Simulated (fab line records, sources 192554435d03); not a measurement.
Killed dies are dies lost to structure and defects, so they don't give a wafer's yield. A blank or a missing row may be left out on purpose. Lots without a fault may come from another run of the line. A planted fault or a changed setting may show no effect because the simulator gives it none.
Which tool did it? | flow n5_finfet | 8 lots, 24 wafers sampled, at 4 steps of a route of 1938

WHAT THE GAUGES READ, wafer by wafer
N5_MOL_CONTACT_COAG_CD_MEAS_99: target cd 17.2 nm.
lot  | measured     | on        | cd_nm (nm)
L888 | day 6 08:13  | cd_sem-02 | 17.1 17.2 17.3
L889 | day 6 10:01  | cd_sem-03 | 16.7 16.6 17.2
L896 | day 8 03:24  | cd_sem-02 | 20.1 20.2 17.7
L897 | day 8 05:26  | cd_sem-02 | 19.8 17.6 19.9
L901 | day 9 04:19  | cd_sem-03 | 17.2 17.4 17.3
L902 | day 9 12:08  | cd_sem-02 | 17.0 17.5 17.4
L905 | day 10 05:36 | cd_sem-02 | 16.9 17.3 17.1
L906 | day 10 09:20 | cd_sem-03 | 17.4 17.6 17.8

WHICH TOOL RAN EACH LOT (tool, then ch and the chambers of the sampled wafers, then the start)
lot  | N5_MOL_CONTACT_COAG_DESCUM_13      | N5_MOL_CONTACT_COAG_ETCH_106       | N5_MOL_CONTACT_COAG_CONTACT_ETCH_14
L888 | rie_diel-01 ch 1,2,3, day 6 07:49  | rie_diel-01 ch 1,2,3, day 6 07:54  | rie_diel-01 ch 1,2,3, day 6 08:00
L889 | rie_diel-01 ch 0,1,2, day 6 09:38  | rie_diel-01 ch 0,1,2, day 6 09:43  | rie_diel-01 ch 0,1,2, day 6 09:49
L896 | rie_diel-01 ch 0,3, day 8 03:00    | rie_diel-01 ch 0,3, day 8 03:05    | rie_diel-01 ch 0,3, day 8 03:11
L897 | rie_diel-01 ch 0,3, day 8 05:02    | rie_diel-01 ch 0,3, day 8 05:07    | rie_diel-01 ch 0,3, day 8 05:13
L901 | rie_diel-04 ch 2,3, day 9 03:55    | rie_diel-04 ch 2,3, day 9 03:59    | rie_diel-04 ch 2,3, day 9 04:05
L902 | rie_diel-04 ch 2,3, day 9 11:44    | rie_diel-04 ch 2,3, day 9 11:49    | rie_diel-04 ch 2,3, day 9 11:56
L905 | rie_diel-06 ch 2,3, day 10 05:12   | rie_diel-06 ch 2,3, day 10 05:17   | rie_diel-06 ch 2,3, day 10 05:23
L906 | rie_diel-04 ch 0,2,3, day 10 08:56 | rie_diel-04 ch 0,2,3, day 10 09:01 | rie_diel-04 ch 0,2,3, day 10 09:07
- N5_MOL_CONTACT_COAG_DESCUM_13: chemistry O2, time 7 s.
- N5_MOL_CONTACT_COAG_ETCH_106: etches SOC in N2/H2, target depth 80 nm, overetch 16 nm, time 120 s.
- N5_MOL_CONTACT_COAG_CONTACT_ETCH_14: etches SiO2 in C4F6/O2, target depth 27.5 nm, overetch 8.5 nm, time 20 s.

THE ANSWER, worked out from the rows above alone
Rule: what is usual is taken from the lots themselves. Put in order of their means at a reading, lots are off if they are a third of the lots or fewer, leave a main group of 4 or more, and stand apart from it by a gap of 3 or more times the standard deviation of the main group's means; of several such gaps the widest counts. A main group whose means are all the same, to the digits that the tables above print for the reading, isn't used. A lot without any number at a reading at which 4 lots or more have one is off too. The other lots that the step has rows for count as sound.
Off: L896, L897, at N5_MOL_CONTACT_COAG_CD_MEAS_99 (cd_nm). The main group: mean 17.2 nm, standard deviation 0.23.
A tool fits if, at a process step before that reading, it ran every lot that is off, and no sound lot after the first of them. The gauges at N5_MOL_CONTACT_COAG_CD_MEAS_99 are tried like those tools. One fits: rie_diel-01 at N5_MOL_CONTACT_COAG_DESCUM_13 and N5_MOL_CONTACT_COAG_ETCH_106 and N5_MOL_CONTACT_COAG_CONTACT_ETCH_14. At N5_MOL_CONTACT_COAG_DESCUM_13 its last sound lot is L889 (day 6 09:38), its first lot that is off L896 (day 8 03:00): a fault that began between those two fits.

WHAT THE SIMULATOR HAD PUT IN
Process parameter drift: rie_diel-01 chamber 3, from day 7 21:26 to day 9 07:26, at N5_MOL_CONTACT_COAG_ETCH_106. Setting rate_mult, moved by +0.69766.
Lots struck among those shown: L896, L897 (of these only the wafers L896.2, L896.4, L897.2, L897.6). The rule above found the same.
